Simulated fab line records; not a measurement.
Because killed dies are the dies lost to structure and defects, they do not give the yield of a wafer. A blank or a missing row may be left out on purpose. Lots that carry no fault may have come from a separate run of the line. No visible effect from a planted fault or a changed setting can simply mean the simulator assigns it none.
Split-lot trial	flow n5Finfet	7 lots, 21 wafers read, on a route of 1938 steps

== THE SPLIT ==
At N5_BEOL_M1_PECVD_72 (deposits SiO2 from TEOS/O2, target thk 16 nm, time 18 s), the setting timeS was moved away from the recipe's 18 s on 6 of the 21 wafers read, by -5.4% to +13.7%. The other wafers ran this setting at the recipe's value.

The reading comes from the split's own step.

== THE READING ==
SiO2_of_BEOL_M1_PECVD_72.thkNm (the simulator's own value, which no gauge read), in nm, at N5_BEOL_M1_PECVD_72 (deposits SiO2 from TEOS/O2, target thk 16 nm, time 18 s). The file gives no usual value for it. Across the 15 wafers here that went through the recipe, the average is 15.9 nm and the standard deviation 0.31 nm.

wafer	tool, chamber at the split	timeS as run, s	against the recipe	SiO2_of_BEOL_M1_PECVD_72.thkNm, nm	against lot-mates on the recipe
L080.1	pecvd-02, 0	18	recipe	15.8	-
L080.3	pecvd-02, 2	18	recipe	15.6	-
L080.6	pecvd-02, 2	18	recipe	16	-
L083.2	pecvd-01, 2	18	recipe	15.8	-
L083.4	pecvd-01, 1	18	recipe	16.6	-
L083.6	pecvd-01, 0	17.07	-5.2%	16	-0.2
L084.1	pecvd-02, 1	17.03	-5.4%	14.8	-0.8
L084.3	pecvd-02, 0	18	recipe	15.6	-
L084.6	pecvd-02, 2	17.03	-5.4%	15	-0.6
L086.1	pecvd-01, 2	18	recipe	15.4	-
L086.4	pecvd-01, 2	19.85	+10.3%	17	+1.1
L086.6	pecvd-01, 1	18	recipe	16.4	-
L090.1	pecvd-03, 1	18	recipe	15.8	-
L090.3	pecvd-03, 1	18	recipe	15.8	-
L090.5	pecvd-03, 1	18	recipe	15.8	-
L093.2	pecvd-02, 1	18	recipe	15.8	-
L093.3	pecvd-02, 0	18	recipe	16	-
L093.5	pecvd-02, 1	18	recipe	16.2	-
L097.2	pecvd-01, 2	18	recipe	15.6	-
L097.3	pecvd-01, 1	20.47	+13.7%	18.4	+2.8
L097.5	pecvd-01, 1	20.47	+13.7%	18.6	+3.0

THE FIT
A straight line over all 21 wafers: SiO2_of_BEOL_M1_PECVD_72.thkNm changes by +0.163 nm for each +1% of timeS; r = +0.91; the points scatter about the line by 0.4 nm.
The same after taking each lot's own level away (the mean of its wafers on the recipe; 21 wafers): +0.173 nm for each +1%; r = +0.93; scatter 0.36 nm.
The reading moves by 2.4 nm for the largest change in timeS, on that fit.
From 15.60 to 16.20 nm: that is the span of the lots' own levels, equal to 1.9 times the standard deviation above.
The two slopes are in agreement: the lot-to-lot level therefore moves the slope only a little.
Check: with one of the wafers moved furthest among these (+13.7%) left out of the fit, the line predicts +2.26 nm for it against its lot-mates. It came out at +2.8 nm against them.

== FURTHER SPLITS ON THESE WAFERS ==
Note: prior to the reading, these wafers also went through further splits. Each is held against what the fit with the lots' levels taken away leaves over:
other split on the same wafers	wafers away from the commonest value	r with SiO2_of_BEOL_M1_PECVD_72.thkNm (lot level and that fit taken away)
N5_MOL_CONTACT_COAG_CONTACT_ETCH_14 sourceW	10	-0.09
N5_MOL_CONTACT_COAG_ETCH_67 sourceW	8	-0.04
N5_BEOL_M1_ILD_DEP_00 timeS	6	+0.35

== THE FILE'S OWN FIT ==
SiO2_of_BEOL_M1_PECVD_72.thkNm changes by +0.16 nm for each +1% of timeS, r = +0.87.
